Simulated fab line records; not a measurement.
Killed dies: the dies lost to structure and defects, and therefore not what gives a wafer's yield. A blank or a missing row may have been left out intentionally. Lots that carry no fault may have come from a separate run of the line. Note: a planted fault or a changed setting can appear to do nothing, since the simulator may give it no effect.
What tool caused it?    flow n5Finfet    10 lots, 27 wafers sampled, at 4 steps of a route of 1938

== WHAT EACH GAUGE READ, for each wafer ==
N5_BEOL_M4_RC_MEAS_101.
lot   measured      on         DIBL_N (mV/V)   DIBL_P (mV/V)  EOT_P              IGATE_P (nA/um)       IOFF_N (nA/um)  IOFF_N_85C (nA/um)  IOFF_N_LIN (nA/um)  IOFF_N_LONG (nA/um)         IOFF_P (nA/um)  IOFF_P_85C (nA/um)  IOFF_P_LIN (nA/um)  IOFF_P_LONG (nA/um)         ION_N (uA/um)  ION_P (uA/um)  SS_N (mV/dec)   SS_P (mV/dec)   VT_N (mV)    VT_N_LONG (mV)     VT_N_LVT (mV)  VT_P (mV)       VT_P_LONG (mV)  VT_P_LVT (mV)
L189  day 10 20:59  prober-02  35.1 39.1 37.9  34 39 37       10.49 10.35 10.41  0.0038 0.0047 0.0043  0.13 0.20 0.18  2.6 3.8 3.4         0.066 0.090 0.083   5.46e-05 5.43e-05 5.52e-05  0.21 0.28 0.25  3.6 4.6 4.3         0.101 0.124 0.116   0.000115 0.000115 0.000113  659 675 673    461 466 465    70.7 72.3 71.7  72.9 73.6 73.7  250 248 248  273.6 277.5 277.3  102 99 98      -249 -246 -245  -272 -273 -275  -98 -96 -97
L191  day 12 02:29  prober-01  36.3 33.2 36.7  33 30 35       10.62 10.39 10.59  0.0031 0.0049 0.0030  0.14 0.10 0.14  2.9 2.2 2.9         0.062 0.053 0.067   5.62e-05 5.69e-05 5.67e-05  0.18 0.15 0.21  3.0 2.7 3.5         0.089 0.080 0.101   0.000111 0.000112 0.000117  650 672 682    449 459 470    71.9 71.6 72.0  72.9 72.3 73.0  254 255 253  273.2 275.0 274.2  102 105 102    -250 -253 -250  -275 -273 -273  -102 -104 -100
L192  day 11 20:04  prober-01  39.1 38.2 36.7  42 40 39       10.39 10.57 10.47  0.0040 0.0041 0.0045  0.22 0.20 0.19  4.1 3.9 3.6         0.093 0.089 0.086   5.29e-05 5.41e-05 5.38e-05  0.29 0.26 0.26  4.8 4.3 4.4         0.124 0.114 0.117   0.000105 9.8e-05 0.000108   686 679 695    468 465 481    72.3 72.0 71.3  74.4 73.7 73.7  246 248 244  277.2 273.9 275.1  95 95 94       -246 -246 -246  -275 -276 -275  -94 -95 -94
L193  day 12 16:52  prober-02  35.8 34.3 34.7  36 34 35       10.64 10.58 10.39  0.0040 0.0036 0.0047  0.15 0.13 0.14  3.0 2.6 2.8         0.075 0.066 0.071   5.75e-05 5.79e-05 5.73e-05  0.20 0.17 0.19  3.5 3.1 3.3         0.098 0.090 0.095   0.000104 0.000113 0.000113  674 669 677    458 461 460    71.7 71.1 70.5  72.9 72.6 72.1  249 249 249  275.4 274.8 271.9  98 99 98       -251 -252 -251  -273 -272 -274  -100 -101 -101
L195  day 12 13:42  prober-02  35.9 31.9 35.3  36 31 34       10.46 10.49 10.44  0.0040 0.0038 0.0037  0.16 0.10 0.16  3.2 2.2 3.2         0.076 0.054 0.075   5.72e-05 5.76e-05 5.81e-05  0.18 0.13 0.17  3.3 2.5 3.2         0.087 0.072 0.085   9.5e-05 0.000103 9.8e-05    671 663 670    449 451 453    71.5 69.7 70.8  74.0 72.0 72.7  248 252 246  275.5 272.9 270.9  98 102 98      -250 -256 -255  -278 -279 -278  -103 -105 -102
L197  day 12 22:52  prober-02  34.9 36.0 34.8  34 36 33       10.49 10.51 10.42  0.0044 0.0040 0.0036  0.12 0.14 0.12  2.5 2.9 2.4         0.058 0.067 0.055   5.4e-05 5.48e-05 5.39e-05   0.15 0.19 0.15  2.7 3.3 2.7         0.075 0.089 0.075   9.8e-05 9.1e-05 9.4e-05     652 668 645    444 456 439    70.7 71.9 70.9  71.9 73.5 72.9  253 251 254  273.5 274.7 275.4  101 99 102     -255 -255 -257  -281 -280 -277  -104 -101 -103
L201  day 13 09:17  prober-02  34.9 34.1       35 34          10.29 10.87        0.0052 0.0006         0.13 0.00       2.6 0.0             0.063 0.000         5.28e-05 2.53e-05           0.20 2.20       3.5 26.0            0.096 1.101         0.000112 0.000496           682 297        472 541        71.0 70.2       73.2 72.2       253 426      275.0 446.2        100 273        -250 -182       -277 -225       -98 -30
L203  day 15 11:49  prober-02  36.9 38.6       34 38          10.47 10.73        0.0035 0.0007         0.16 0.00       3.3 0.0             0.078 0.000         5.91e-05 2.84e-05           0.20 3.72       3.5 40.6            0.102 1.753         0.000105 0.000583           689 313        470 575        70.9 71.8       72.9 74.4       249 415      274.9 448.1        93 268         -247 -170       -273 -219       -98 -21
L205  day 14 17:26  prober-01  38.8 37.1       39 37          10.72 10.78        0.0023 0.0008         0.21 0.00       3.9 0.0             0.088 0.000         5.36e-05 2.77e-05           0.25 3.18       4.2 34.8            0.111 1.491         0.000109 0.00054            685 302        463 565        72.1 71.5       74.5 73.7       247 420      276.9 447.7        95 272         -249 -173       -277 -223       -97 -24
L210  day 17 04:50  prober-02  40.9 40.3 39.2  44 43 41       10.47 10.71 10.51  0.0036 0.0027 0.0035  0.28 0.30 0.26  5.0 5.2 4.6         0.115 0.118 0.101   5.57e-05 5.77e-05 5.78e-05  0.38 0.36 0.31  5.9 5.7 4.9         0.152 0.148 0.131   0.000114 0.000119 0.000114  686 695 685    469 472 464    73.0 72.4 72.8  75.4 74.8 75.0  241 239 243  275.2 274.1 275.6  92 92 94       -241 -240 -243  -274 -274 -274  -93 -92 -94

== TOOL THAT RAN EACH LOT (tool first, then ch and the chambers of the sampled wafers, then the start) ==
lot   N5_HKMG_FIN_CVD_62                   N5_BEOL_M4_SPUTTER_81        N5_BEOL_M4_ANNEAL_87
L189  thermalCvdSi-02 ch 1,2, day 3 23:38  pvdSputter-01, day 10 18:19  pvdSputter-01, day 10 18:37
L191  thermalCvdSi-02 ch 0,1, day 4 12:33  pvdSputter-03, day 11 23:55  pvdSputter-03, day 12 00:13
L192  thermalCvdSi-01 ch 0,1, day 4 17:38  pvdSputter-03, day 11 17:30  pvdSputter-03, day 11 17:48
L193  thermalCvdSi-02 ch 0,2, day 5 02:25  pvdSputter-02, day 12 14:17  pvdSputter-02, day 12 14:35
L195  thermalCvdSi-02 ch 1, day 5 14:21    pvdSputter-03, day 12 11:06  pvdSputter-03, day 12 11:24
L197  thermalCvdSi-02 ch 0,2, day 5 23:04  pvdSputter-01, day 12 20:08  pvdSputter-01, day 12 20:26
L201  thermalCvdSi-02 ch 2, day 7 01:41    pvdSputter-02, day 13 06:35  pvdSputter-02, day 13 06:55
L203  thermalCvdSi-02 ch 1,2, day 7 11:20  pvdSputter-02, day 15 07:37  pvdSputter-02, day 15 09:28
L205  thermalCvdSi-02 ch 1,2, day 8 02:18  pvdSputter-01, day 14 15:01  pvdSputter-01, day 14 15:19
L210  thermalCvdSi-01 ch 0,1, day 9 09:26  pvdSputter-01, day 17 02:24  pvdSputter-01, day 17 02:42
- N5_HKMG_FIN_CVD_62: deposits a-Si from Si2H6, target thk 3 nm, time 20.8 s.
- N5_BEOL_M4_SPUTTER_81: material Cu, target thk 4.5 nm, time 8.29 s.
- N5_BEOL_M4_ANNEAL_87: time 240 s.

== AS READ BY THE TOOLS THEMSELVES (means over the sampled wafers that have a number; for cases with no such wafer, the mark the record gives instead) ==
N5_HKMG_FIN_CVD_62.
lot   tool             heaterPowerW (W)
L189  thermalCvdSi-02  1267
L191  thermalCvdSi-02  1231
L192  thermalCvdSi-01  1247
L193  thermalCvdSi-02  1261
L195  thermalCvdSi-02  1282
L197  thermalCvdSi-02  1208
L201  thermalCvdSi-02  1284
L203  thermalCvdSi-02  1264
L205  thermalCvdSi-02  1270
L210  thermalCvdSi-01  1348

N5_BEOL_M4_SPUTTER_81.
lot   tool           throttleValvePct (%)
L189  pvdSputter-01  30.1
L191  pvdSputter-03  30.6
L192  pvdSputter-03  29.5
L193  pvdSputter-02  30.1
L195  pvdSputter-03  30.7
L197  pvdSputter-01  30.1
L201  pvdSputter-02  29.5
L203  pvdSputter-02  29.4
L205  pvdSputter-01  30.3
L210  pvdSputter-01  30.0

N5_BEOL_M4_ANNEAL_87.
lot   tool           heaterPowerW (W)
L189  pvdSputter-01  811
L191  pvdSputter-03  788
L192  pvdSputter-03  751
L193  pvdSputter-02  777
L195  pvdSputter-03  776
L197  pvdSputter-01  810
L201  pvdSputter-02  750
L203  pvdSputter-02  707
L205  pvdSputter-01  793
L210  pvdSputter-01  817

== THE ANSWER, worked out from the rows above alone ==
Rule: the usual values come from the lots themselves. Put in order of their means at a reading, lots are off if they are a third of the lots or fewer, leave a main group of 4 or more, and stand apart from it by a gap of 3 or more times the standard deviation of the main group's means; of several such gaps the widest counts. Not used: any main group whose means are identical at the precision the tables above print for the reading. Also off: a lot with no number at a reading for which 4 or more lots have one. All remaining lots with rows at the step are treated as sound. First the gauges in route order, then the tools' own readings, where a lot's mean is used as printed above. The first step at which some lot is off is used, and at that step the reading that is off furthest; a lot without a number counts as furthest.
Off: at N5_BEOL_M4_RC_MEAS_101 (VT_N_LONG), L201, L203, L205. The main group: mean 274.6 mV, standard deviation 0.92.
If a tool, at a process step before that reading, ran all the lots that are off and no sound lot after the first of them, it fits. Gauges at N5_BEOL_M4_RC_MEAS_101: tried the same way as those tools. One candidate fits, namely thermalCvdSi-02 at N5_HKMG_FIN_CVD_62. A fault onset in the window from L197 (day 5 23:04, its last sound lot) to L201 (day 7 01:41, its first lot off) fits.

== WHAT WAS PUT IN BY THE SIMULATOR ==
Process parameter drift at N5_HKMG_FIN_CVD_62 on thermalCvdSi-02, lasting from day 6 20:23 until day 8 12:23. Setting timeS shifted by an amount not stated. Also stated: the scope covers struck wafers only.
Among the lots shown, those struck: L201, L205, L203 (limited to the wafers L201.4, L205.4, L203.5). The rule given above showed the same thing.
